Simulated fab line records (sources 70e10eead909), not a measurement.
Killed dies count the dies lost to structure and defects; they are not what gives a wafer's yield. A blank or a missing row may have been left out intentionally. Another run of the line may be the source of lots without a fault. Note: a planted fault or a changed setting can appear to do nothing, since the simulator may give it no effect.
fab line records ; flow nandHarc
record: lots: 11; wafers: 33; lastDay: 33
route steps=1302 shown A_STAIRCASE@744 A_SGD_CUT@890 END@1302
lots untouched by any fault: they come from a run of this same line in which no faults occurred
startH: hours from the record's opening day to when the first of the lot's shown wafers began ; waitH: hours from the lot's prior step to this one ; " as in the row above ; L1.1+2: one row covering several wafers at once ; - no value, or no start was given ; * or withheld: withheld ; < > ~ a bound
route shown NAME@n: NAME is a module with steps in the file, n the number in the route of the first one ; usual: average and standard deviation across the fault-free wafers ; same: alike in all rows ; chamber/n: place in a boat ; sites: each site's reading ; _std_site: the values' standard deviation ; _edge_site: outer sites' mean less inner sites' ; radiusMm: how far each site lies from the wafer's centre ; mask NAME#n: copy n ; behind: the last tool/chamber to shape the wafer ; hold: why the lot was held/for how many hours/how that ended ; device: the n, p or np transistor that did not switch ; end of line: at the end of the route, the tests of the same wafers ; for a step that has no rows: nothing shown but its recipe ; killed: dies that structure and defects cost at the first sort, which is not the same as the wafer's yield ; map: shows each die of a wafer: x if killed, . if not, _ if none is there
set.NAME: setting as actually run; set.NAME@STEP: the setting as run at that earlier step ; model.NAME: the simulator's own value behind a step, which no gauge read
a sample of lots followed through the steps of the route, with each step as a table and each wafer as a row
services: a tool's chamber out of use, with start hour (startH, from the record's first day; less than 0 if before it), hours out, and reason
== steps ==
step: NHARC_A_STAIRCASE_ETCH_230
recipe: targetDepthA: 1000; timeS: 40.5; ionEnergyEv: 400; c4f8FlowSccm: 20; o2FlowSccm: 10; arFlowSccm: withheld; rfW: 600; biasW: 1000; chemistry: C4F8/O2
usual: biasW: 1000.0/3; oesProductAu: 0.946/0.018; rfVppV: 893/4.9
lot.wafer;tool;chamber;startH;waitH;biasW;oesProductAu;rfHoursCounterH;rfVppV
L991.4;rieDiel-02;3;383.39;-;1005.1;0.963;52;892
L991.5;rieDiel-02;3;383.39;-;1006.1;0.960;-;894
L991.6;rieDiel-02;0;383.39;-;998.7;0.949;-;898
L990.3;rieDiel-02;0;383.76;-;999.7;0.926;52;898
L990.5;rieDiel-02;3;383.76;-;999.8;0.952;-;893
L990.6;rieDiel-02;0;383.76;-;998.7;0.922;-;895
L995.3;rieDiel-11;1;444.73;-;999.9;0.974;1;887
L995.5;rieDiel-11;2;444.73;-;997.4;0.967;-;891
L995.4;rieDiel-11;3;444.73;-;996.6;0.960;-;889
L996.1;rieDiel-02;1;449.94;-;1000.1;0.942;10;904
L996.3;rieDiel-02;0;449.94;-;996.7;0.954;10;898
L996.5;rieDiel-02;2;449.94;-;997.2;0.943;-;895
L999.2;rieDiel-11;1;461.90;-;1001.2;0.953;9;887
L999.5;rieDiel-11;0;461.90;-;996.8;0.949;-;893
L999.6;rieDiel-11;1;461.90;-;999.3;0.964;-;887
L997.1;rieDiel-02;2;462.21;-;995.6;0.963;16;896
L997.4;rieDiel-02;0;462.21;-;998.4;0.954;17;897
L997.5;rieDiel-02;2;462.21;-;995.1;0.955;-;895
L998.4;rieDiel-11;3;469.00;-;997.1;0.961;11;888
L998.3;rieDiel-11;0;469.00;-;1001.0;0.944;5;891
L998.2;rieDiel-11;1;469.00;-;999.5;0.959;11;888
L104.3;rieDiel-11;2;524.75;-;997.1;0.961;21;890
L104.6;rieDiel-11;1;524.75;-;1000.9;0.979;-;886
L104.4;rieDiel-11;2;524.75;-;1000.0;0.978;-;890
L106.3;rieDiel-11;2;529.72;-;1002.8;0.935;22;891
L106.2;rieDiel-11;3;529.72;-;1001.5;0.935;25;888
L106.1;rieDiel-11;1;529.72;-;998.8;0.938;27;887
L108.3;rieDiel-03;3;564.28;-;1002.1;0.955;29;893
L108.2;rieDiel-03;0;564.28;-;999.2;0.954;34;895
L108.4;rieDiel-03;2;564.28;-;999.8;0.964;36;893
L109.2;rieDiel-02;3;569.52;-;1000.9;0.925;56;893
L109.3;rieDiel-02;1;569.52;-;998.9;0.925;53;903
L109.5;rieDiel-02;2;569.52;-;1000.1;0.949;-;894
step: NHARC_A_STAIRCASE_ETCHBACK_157
recipe: targetDepthA: 900; overEtchFrac: 0.3; timeS: 167.14; ionEnergyEv: 120; ch3fFlowSccm: 50; o2FlowSccm: 30; arFlowSccm: 200; rfW: 500; biasW: 100; chemistry: CH3F/O2
usual: biasW: 100.0/0.35; drypumpMotorCurrentA: 5.5/0.41; oesProductAu: 0.98/0.032; rfVppV: 243.9/1.7; showerheadPlenumPTorr: 2.43/0.1; throttleValvePct: 20.663/0.0089
same: overEtchFrac: 0.3
lot.wafer;tool;chamber;startH;waitH;biasW;drypumpMotorCurrentA;oesProductAu;rfHoursCounterH;rfVppV;showerheadPlenumPTorr;throttleValvePct
L991.4;rieDiel-03;2;454.96;0.2;100.5;5.5;0.99;49;244.8;2.45;20.658
L991.5;rieDiel-03;2;454.96;0.2;100.7;5.5;1.00;-;244.7;2.45;20.670
L991.6;rieDiel-03;3;454.96;0.2;100.2;5.1;0.99;-;244.2;2.41;20.660
L990.3;rieDiel-03;1;455.84;0.2;100.6;5.8;0.91;49;242.2;2.27;20.665
L990.6;rieDiel-03;0;455.84;0.2;99.7;6.1;0.90;-;245.9;2.46;20.651
L990.5;rieDiel-03;1;455.84;0.2;100.6;5.8;0.91;-;242.3;2.27;20.674
L995.4;rieDiel-03;2;513.60;0.2;100.1;5.5;1.00;17;244.6;2.44;20.651
L995.3;rieDiel-03;3;513.60;0.2;100.4;5.1;1.00;15;243.0;2.40;20.664
L995.5;rieDiel-03;0;513.60;0.2;100.1;6.1;0.97;-;244.2;2.45;20.644
L996.1;rieDiel-11;2;526.48;0.1;99.7;5.3;0.92;21;243.0;2.35;20.638
L996.3;rieDiel-11;3;526.48;0.1;99.7;5.9;0.94;24;241.8;2.33;20.656
L996.5;rieDiel-11;3;526.48;0.1;99.6;5.9;0.93;-;242.5;2.33;20.662
L999.2;rieDiel-11;2;534.39;0.1;99.5;5.3;0.93;25;243.1;2.35;20.678
L999.6;rieDiel-11;2;534.39;0.1;99.7;5.3;0.93;-;241.7;2.35;20.661
L999.5;rieDiel-11;1;534.39;0.1;99.7;5.6;0.93;-;242.1;2.27;20.669
L997.1;rieDiel-03;2;534.48;0.2;100.6;5.5;1.00;26;243.7;2.44;20.653
L997.4;rieDiel-03;0;534.48;0.2;100.9;6.1;0.99;26;244.5;2.45;20.654
L997.5;rieDiel-03;3;534.48;0.2;100.4;5.1;1.01;-;243.2;2.40;20.675
L998.4;rieDiel-03;3;537.38;0.2;100.3;5.1;0.96;25;243.2;2.40;20.662
L998.3;rieDiel-03;1;537.38;0.2;99.6;5.8;0.94;29;247.4;2.65;20.668
L998.2;rieDiel-03;2;537.38;0.2;100.1;5.5;0.98;27;244.0;2.43;20.667
L104.3;rieDiel-02;1;590.60;0.2;100.1;6.2;0.98;4;246.3;2.61;20.678
L104.4;rieDiel-02;3;590.60;0.2;100.1;5.2;1.01;7;243.8;2.37;20.682
L104.6;rieDiel-02;1;590.60;0.2;100.1;6.2;0.98;-;246.8;2.61;20.672
L106.1;rieDiel-02;3;601.38;0.2;100.2;5.2;1.01;11;243.3;2.37;20.658
L106.3;rieDiel-02;1;601.38;0.2;100.2;6.2;0.98;11;246.5;2.61;20.666
L106.2;rieDiel-02;2;601.38;0.2;100.2;4.9;0.99;11;243.8;2.42;20.662
L108.3;rieDiel-02;0;641.78;0.5;99.7;5.2;1.00;32;244.2;2.45;20.670
L108.2;rieDiel-02;1;641.78;0.5;100.4;6.2;0.98;30;246.6;2.60;20.677
L108.4;rieDiel-02;3;641.78;0.5;100.2;5.2;1.00;30;241.7;2.36;20.667
L109.2;rieDiel-03;1;645.16;0.2;100.4;5.8;1.00;0;246.2;2.64;20.678
L109.3;rieDiel-03;0;645.16;0.2;100.0;6.1;1.00;0;243.7;2.44;20.667
L109.5;rieDiel-03;1;645.16;0.2;100.4;5.8;1.01;-;246.4;2.64;20.661
step: NHARC_A_STAIRCASE_DEP_471
recipe: targetThkA: 1000; tempC: 400; pressureTorr: 6.5; rfW: 900; teosFlowSccm: 161.4; flowSccm: 2650; targetThkNm: 100; gas: O2; material: SiO2
usual: heaterPowerW: 589/140; throttleValvePct: 15.8/0.5
lot.wafer;tool;chamber;startH;waitH;heaterPowerW;throttleValvePct
L991.4;pecvd-01;1;455.34;-;741;15.9
L991.5;pecvd-01;2;455.34;-;508;15.8
L991.6;pecvd-01;0;455.34;-;448;14.8
L990.3;pecvd-01;0;456.38;-;433;14.7
L990.6;pecvd-01;1;456.38;-;786;16.3
L990.5;pecvd-01;0;456.38;-;446;14.7
L995.3;pecvd-03;0;513.90;-;699;15.4
L995.4;pecvd-03;2;513.90;-;432;16.0
L995.5;pecvd-03;0;513.90;-;704;15.5
L996.1;pecvd-03;1;526.81;-;765;16.1
L996.3;pecvd-03;2;526.81;-;343;16.1
L996.5;pecvd-03;0;526.81;-;619;15.5
L997.1;pecvd-01;2;534.76;-;392;15.4
L997.4;pecvd-01;0;534.76;-;450;14.9
L997.5;pecvd-01;1;534.76;-;711;16.7
L999.2;pecvd-03;0;534.77;-;719;15.6
L999.5;pecvd-03;2;534.77;-;346;16.0
L999.6;pecvd-03;0;534.77;-;735;15.5
L998.3;pecvd-03;0;537.69;-;598;15.6
L998.2;pecvd-03;1;537.69;-;707;16.0
L998.4;pecvd-03;0;537.69;-;630;15.4
L104.3;pecvd-01;2;590.89;-;441;15.8
L104.6;pecvd-01;1;590.89;-;841;16.5
L104.4;pecvd-01;2;590.89;-;450;15.9
L106.3;pecvd-01;0;601.81;-;429;15.1
L106.2;pecvd-01;1;601.81;-;838;16.8
L106.1;pecvd-01;2;601.81;-;494;15.9
L108.2;pecvd-03;2;642.34;-;482;15.8
L108.3;pecvd-03;0;642.34;-;617;15.9
L108.4;pecvd-03;2;642.34;-;485;15.9
L109.2;pecvd-01;1;645.52;-;768;16.6
L109.3;pecvd-01;0;645.52;-;442;15.4
L109.5;pecvd-01;1;645.52;-;772;16.5
step: NHARC_A_SGD_CUT_DEP_00
recipe: targetThkA: 500; tempC: 400; targetThkNm: 50; flowSccm: 200; rfW: 450; material: SiNx
usual: heaterPowerW: 731/120
lot.wafer;tool;chamber;startH;waitH;hold;heaterPowerW
L991.6;pecvd-03;1;456.02;0.1;-;882
L991.5;pecvd-03;2;456.02;0.1;-;557
L991.4;pecvd-03;0;456.02;0.1;-;855
L990.3;pecvd-02;1;457.01;0.1;-;646
L990.6;pecvd-02;1;457.01;0.1;-;644
L990.5;pecvd-02;2;457.01;0.1;-;650
L995.3;pecvd-01;1;514.59;0.1;-;991
L995.5;pecvd-01;2;514.59;0.1;-;642
L995.4;pecvd-01;1;514.59;0.1;-;969
L996.1;pecvd-03;2;527.49;0.1;-;519
L996.3;pecvd-03;1;527.49;0.1;-;929
L996.5;pecvd-03;2;527.49;0.1;-;525
L999.2;pecvd-03;0;535.51;0.2;-;809
L999.6;pecvd-03;2;535.51;0.2;-;602
L999.5;pecvd-03;0;535.51;0.2;-;818
L997.1;pecvd-01;1;535.60;0.2;-;921
L997.4;pecvd-01;0;535.60;0.2;-;597
L997.5;pecvd-01;1;535.60;0.2;-;923
L998.3;pecvd-03;2;538.37;0.1;-;615
L998.2;pecvd-03;0;538.37;0.1;-;874
L998.4;pecvd-03;2;538.37;0.1;-;604
L104.3;pecvd-03;0;594.12;2.5;awaitDispo/2.4h/release;828
L104.4;pecvd-03;0;594.12;2.5;awaitDispo/2.4h/release;823
L104.6;pecvd-03;1;594.12;2.5;awaitDispo/2.4h/release;846
L106.1;pecvd-03;1;605.51;2.9;awaitDispo/2.8h/release;830
L106.3;pecvd-03;2;605.51;2.9;awaitDispo/2.8h/release;603
L106.2;pecvd-03;0;605.51;2.9;awaitDispo/2.8h/release;698
L108.2;pecvd-02;2;643.03;0.1;-;725
L108.3;pecvd-02;0;643.03;0.1;-;774
L108.4;pecvd-02;1;643.03;0.1;-;634
L109.2;pecvd-03;1;646.20;0.1;-;916
L109.3;pecvd-03;2;646.20;0.1;-;662
L109.5;pecvd-03;0;646.20;0.1;-;831
step: NHARC_A_SGD_CUT_ETCH_59
recipe: targetDepthA: 2600; overEtchFrac: 0.25; timeS: 406.25; ionEnergyEv: 200; n2FlowSccm: 150; h2FlowSccm: 150; arFlowSccm: 0; rfW: 400; biasW: 150; chemistry: N2/H2
usual: biasW: 150.0/0.48; drypumpMotorCurrentA: 5.7/0.51; oesProductAu: 0.998/0.0088; rfVppV: 430.7/2.2; showerheadPlenumPTorr: 2.05/0.074; throttleValvePct: 14.171/0.0099
same: overEtchFrac: 0.25
lot.wafer;tool;chamber;startH;waitH;biasW;drypumpMotorCurrentA;oesProductAu;rfHoursCounterH;rfVppV;showerheadPlenumPTorr;throttleValvePct
L991.4;rieDiel-12;2;-;-;149.7;6.2;0.991;0;429.4;1.96;14.179
L991.6;rieDiel-12;1;-;-;149.1;6.1;1.009;-;431.9;2.02;14.165
L991.5;rieDiel-12;2;-;-;149.2;6.2;0.983;-;427.5;1.96;14.154
L990.3;rieDiel-10;1;-;-;149.4;5.1;0.994;3;429.4;1.98;14.172
L990.6;rieDiel-10;3;-;-;151.4;6.0;1.011;-;428.8;1.97;14.164
L990.5;rieDiel-10;0;-;-;149.8;6.0;1.004;-;428.6;1.99;14.186
L995.3;rieDiel-12;3;-;-;149.2;6.5;0.992;3;430.7;2.06;14.181
L995.4;rieDiel-12;1;-;-;150.8;6.2;0.998;3;429.3;2.02;14.160
L995.5;rieDiel-12;2;-;-;149.8;6.2;0.988;-;428.7;1.96;14.178
L996.1;rieDiel-12;0;-;-;149.7;5.1;1.002;2;432.1;2.11;14.164
L996.3;rieDiel-12;1;-;-;150.0;6.1;1.015;4;429.4;2.02;14.160
L996.5;rieDiel-12;3;-;-;149.9;6.5;1.003;-;430.9;2.06;14.196
L997.4;rieDiel-12;1;-;-;150.0;6.2;1.004;4;430.0;2.02;14.178
L997.1;rieDiel-12;3;-;-;149.5;6.5;1.001;5;430.4;2.06;14.159
L997.5;rieDiel-12;0;-;-;149.4;5.1;0.993;-;432.5;2.11;14.172
L999.2;rieDiel-09;0;-;-;149.4;5.7;1.000;2;429.8;2.02;14.157
L999.6;rieDiel-09;0;-;-;150.1;5.7;1.005;-;428.1;2.02;14.164
L999.5;rieDiel-09;1;-;-;149.8;6.3;0.988;-;432.9;2.17;14.155
L998.2;rieDiel-10;0;-;-;150.1;6.0;0.986;11;429.8;1.99;14.164
L998.4;rieDiel-10;2;-;-;149.4;5.3;0.997;10;434.2;2.15;14.183
L998.3;rieDiel-10;3;-;-;149.5;5.9;1.005;11;428.1;1.97;14.162
L104.3;rieDiel-12;2;-;-;149.4;6.2;0.983;7;427.8;1.96;14.187
L104.4;rieDiel-12;3;-;-;150.5;6.5;0.992;7;431.1;2.06;14.173
L104.6;rieDiel-12;3;-;-;150.3;6.5;0.999;-;431.5;2.06;14.177
L106.2;rieDiel-09;0;-;-;149.9;5.7;0.999;6;430.4;2.02;14.169
L106.1;rieDiel-09;1;-;-;150.2;6.3;0.997;4;435.4;2.17;14.181
L106.3;rieDiel-09;3;-;-;149.7;4.9;0.991;5;430.1;2.00;14.173
L108.4;rieDiel-09;2;-;-;151.3;5.3;1.004;7;431.9;2.13;14.168
L108.3;rieDiel-09;3;-;-;150.0;4.9;1.004;7;431.0;2.00;14.175
L108.2;rieDiel-09;0;-;-;150.5;5.7;0.994;8;430.7;2.02;14.168
L109.3;rieDiel-10;2;-;-;150.0;5.2;0.985;3;433.6;2.15;14.163
L109.2;rieDiel-10;1;-;-;150.0;5.1;0.995;3;428.1;1.98;14.172
L109.5;rieDiel-10;2;-;-;150.3;5.3;0.991;-;432.9;2.15;14.174
step: NHARC_END_SORT_01
recipe: tempC: 25
usual: killedAtArray: 64/18; killedAtOther: 0.8/1.1; killedAtPeriphery: 3.8/2.7; killedDies: 68/18; killedOpen: 3.3/1.9; killedShort: 2.3/1.8
same: grossDies: 677
lot.wafer;tool;chamber;startH;waitH;killedAtArray;killedAtOther;killedAtPeriphery;killedDies;killedOpen;killedShort
L104.3;prober-01;0;729.11;3.1;83;1;4;88;3;2
L104.4;prober-01;0;729.91;3.4;84;0;7;91;7;1
L104.6;prober-01;0;731.50;4.0;89;1;9;99;7;3
L106.1;prober-02;0;735.98;2.5;133;0;1;134;3;1
L106.2;prober-02;0;736.77;2.8;159;0;2;161;2;2
L106.3;prober-02;0;737.57;3.1;95;0;0;95;2;0
killed by level:class
L104.3 A_SLIT:chamberFilmFlake=33 A_STAIRCASE:unspecified=31 A_CHANNEL_HOLE_D1:chamberFilmFlake=8 A_CONTACT:chamberFilmFlake=5 P_M1:chamberFilmFlake=3 P_M0:geometricParticle:open=1 A_CHANNEL_FILL_D1:geometricParticle:short=1 A_ONON_D2:geometricParticle:open=1
L104.4 A_SLIT:chamberFilmFlake=32 A_STAIRCASE:unspecified=28 A_CHANNEL_HOLE_D1:chamberFilmFlake=11 P_M1:chamberFilmFlake=3 A_CONTACT:chamberFilmFlake=3 P_GATE:chamberFilmFlake=2 P_M1:geometricParticle:open=1 A_ONON_D1:geometricParticle:open=1
L104.6 A_STAIRCASE:unspecified=52 A_SLIT:chamberFilmFlake=14 A_CHANNEL_HOLE_D1:chamberFilmFlake=5 P_M1:chamberFilmFlake=5 A_WL_FILL:geometricParticle:open=3 A_CONTACT:chamberFilmFlake=3 P_ZERO_WELL:chamberFilmFlake=2 A_CHANNEL_HOLE_D2:chamberFilmFlake=2
L106.1 A_STAIRCASE:unspecified=56 A_CHANNEL_HOLE_D1:chamberFilmFlake=36 A_CHANNEL_HOLE_D2:chamberFilmFlake=24 A_SLIT:chamberFilmFlake=5 A_CHANNEL_FILL_D1:chamberFilmFlake=4 A_STAIRCASE:chamberFilmFlake=3 A_ONON_D1:geometricParticle:open=1 A_CHANNEL_HOLE_D2:geometricParticle:open=1
L106.2 A_STAIRCASE:unspecified=98 A_CHANNEL_HOLE_D1:chamberFilmFlake=32 A_CHANNEL_HOLE_D2:chamberFilmFlake=19 A_SLIT:chamberFilmFlake=3 A_STAIRCASE:chamberFilmFlake=2 A_WL_FILL:chamberFilmFlake=2 P_CONTACT:geometricParticle:short=1 P_M0:geometricParticle:open=1
L106.3 A_STAIRCASE:unspecified=31 A_CHANNEL_HOLE_D2:chamberFilmFlake=27 A_CHANNEL_HOLE_D1:chamberFilmFlake=25 A_SLIT:chamberFilmFlake=5 A_STAIRCASE:chamberFilmFlake=2 A_M0:chamberFilmFlake=2 A_ONON_D1:geometricParticle:open=1 A_CHANNEL_FILL_D1:geometricParticle:open=1
== services ==
tool;chamber;startH;hours;kind
rieDiel-02;2;361.41;9.9;repair
pecvd-03;-;366.18;13.0;pm
rieDiel-02;-;394.39;9.0;pm
rieDiel-12;3;398.89;1.8;repair
rieDiel-11;3;417.39;4.8;repair
rieDiel-12;2;428.15;4.1;repair
rieDiel-11;-;432.53;9.0;pm
rieDiel-12;1;437.27;2.3;repair
rieDiel-12;-;445.40;9.0;pm
rieDiel-03;-;459.14;9.0;pm
rieDiel-03;0;489.02;4.1;repair
pecvd-01;-;492.14;13.0;pm
rieDiel-02;-;504.80;1.1;repair
rieDiel-11;-;507.07;1.6;repair
pecvd-03;-;547.18;13.0;pm
rieDiel-03;3;547.96;7.7;repair
rieDiel-11;3;571.25;4.8;repair
rieDiel-02;-;571.39;9.0;pm
rieDiel-11;3;579.37;5.2;repair
pecvd-03;-;599.55;1.0;repair
rieDiel-03;1;604.28;7.1;repair
rieDiel-11;-;609.53;9.0;pm
pecvd-03;-;614.07;0.6;repair
rieDiel-03;-;636.16;9.0;pm
== key ==
firstSign: step: NHARC_END_SORT_01; reading: killedAtArray; direction: up; sigmas: 2.4; usual: 64; struck: 107; wafersMoved: 3
effect: step: NHARC_END_SORT_01; reading: killedDies; direction: up; sigmas: 2.4; usual: 68; struck: 111; wafersMoved: 3
moreKillsBornAt: NHARC_A_STAIRCASE_ETCH_230@rieDiel-11: 295
metAt NHARC_A_STAIRCASE_ETCH_230
struckLots L104,L106
testerLeftOut L104,L106
loopTrim: step: NHARC_A_SGD_CUT_EXPOSE_06; setting: dose; lots: L106
notActingAt NHARC_A_STAIRCASE_ETCHBACK_157,NHARC_A_STAIRCASE_DEP_471,NHARC_A_SGD_CUT_ETCH_59
onsetBetween 469.00 524.75
fault: kind: chamberParticleSource; tool: rieDiel-11; chamber: -; onsetH: 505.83; steps: NHARC_A_STAIRCASE_ETCH_230; ratePerVisitCm2: 1.4542; endH: 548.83
testerLeftOut: of these lots the tester's yield and bins aren't shown, on N5 and GAA mostly nor the transistor test; their killed dies are dies lost to structure and defects alone, not to doping, threshold or leakage, so they don't give the yield
loopTrim: a control loop set the setting to another value than it would have without faults
